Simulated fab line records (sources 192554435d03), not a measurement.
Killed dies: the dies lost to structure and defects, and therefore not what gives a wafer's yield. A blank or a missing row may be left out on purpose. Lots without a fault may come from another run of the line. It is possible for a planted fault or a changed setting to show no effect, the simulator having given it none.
Which of the tools did it? + flow n5-finfet + 11 lots, 33 wafers sampled, at 4 steps of a route of 1938

== WHAT THE GAUGES SHOWED, per wafer ==
N5_MOL_CONTACT_COAG_INSPECT_57: inspects for defects (brightfield).
| lot  | measured     | on                | raw-defect-count |
|------|--------------|-------------------|------------------|
| L076 | day 5 17:58  | defect-inspect-01 | 93 164 180       |
| L078 | day 6 04:31  | defect-inspect-02 | 203 124 197      |
| L080 | day 6 21:53  | defect-inspect-02 | 126 179 147      |
| L082 | day 7 03:58  | defect-inspect-01 | 127 194 132      |
| L084 | day 7 17:22  | defect-inspect-01 | 294 256 236      |
| L086 | day 8 10:45  | defect-inspect-01 | 137 151 123      |
| L088 | day 8 18:57  | defect-inspect-01 | 266 261 215      |
| L090 | day 9 01:55  | defect-inspect-01 | 211 219 158      |
| L092 | day 9 12:34  | defect-inspect-01 | 197 234 311      |
| L094 | day 10 02:18 | defect-inspect-02 | 121 195 133      |
| L096 | day 10 18:02 | defect-inspect-01 | 225 177 232      |

== WHICH TOOL RAN EACH LOT (tool, then ch and the chambers of the sampled wafers, then the start) ==
| lot  | N5_MOL_CONTACT_COAG_ETCH_106      | N5_MOL_CONTACT_COAG_ETCH_110      | N5_MOL_CONTACT_COAG_SPUTTER_143 |
|------|-----------------------------------|-----------------------------------|---------------------------------|
| L076 | rie-diel-01 ch 0, day 5 05:01     | rie-diel-01 ch 0, day 5 05:37     | pvd-sputter-01, day 5 08:20     |
| L078 | rie-diel-05 ch 2,3, day 5 20:05   | rie-diel-05 ch 2,3, day 5 20:17   | pvd-sputter-02, day 5 21:48     |
| L080 | rie-diel-05 ch 2,3, day 6 12:08   | rie-diel-05 ch 2,3, day 6 12:20   | pvd-sputter-02, day 6 14:07     |
| L082 | rie-diel-02 ch 0,2,3, day 6 18:43 | rie-diel-02 ch 0,2,3, day 6 18:55 | pvd-sputter-02, day 6 21:11     |
| L084 | rie-diel-01 ch 1,3, day 7 07:32   | rie-diel-01 ch 1,3, day 7 07:43   | pvd-sputter-01, day 7 09:37     |
| L086 | rie-diel-02 ch 1,3, day 7 23:05   | rie-diel-02 ch 1,3, day 7 23:17   | pvd-sputter-01, day 8 01:48     |
| L088 | rie-diel-01 ch 0,2,3, day 8 06:07 | rie-diel-01 ch 0,2,3, day 8 06:18 | pvd-sputter-03, day 8 09:22     |
| L090 | rie-diel-01 ch 0,1, day 8 15:11   | rie-diel-01 ch 0,1, day 8 15:23   | pvd-sputter-02, day 8 19:28     |
| L092 | rie-diel-02 ch 0,1,3, day 9 03:41 | rie-diel-02 ch 0,1,3, day 9 03:53 | pvd-sputter-01, day 9 05:37     |
| L094 | rie-diel-05 ch 0,1,2, day 9 14:55 | rie-diel-05 ch 0,1,2, day 9 15:07 | pvd-sputter-03, day 9 17:32     |
| L096 | rie-diel-01 ch 2,3, day 10 09:22  | rie-diel-01 ch 2,3, day 10 09:34  | pvd-sputter-01, day 10 11:05    |
- N5_MOL_CONTACT_COAG_ETCH_106: etches SOC in N2/H2, target depth 80 nm, overetch 16 nm, time 120 s.
- N5_MOL_CONTACT_COAG_ETCH_110: etches Si in CF4/O2, target depth 2.5 nm, time 8 s.
- N5_MOL_CONTACT_COAG_SPUTTER_143: material Co, target thk 2.5 nm.

== THE ANSWER, worked out from the rows above alone ==
Rule: the lots themselves supply what counts as usual. The widest of any qualifying gaps counts: lots, ordered by their means at a reading, are off when they make up no more than a third of the lots, leave a main group of 4 or more, and stand apart from it by 3 or more times the standard deviation of that group's means. The tables above print the reading to a certain number of digits; a main group whose means all agree to those digits is not used. A lot without any number at a reading at which 4 lots or more have one is off too. All remaining lots with rows at the step are treated as sound.
Across all readings shown, no lot is off: no conclusion can be drawn from this.

== WHAT WAS PUT IN BY THE SIMULATOR ==
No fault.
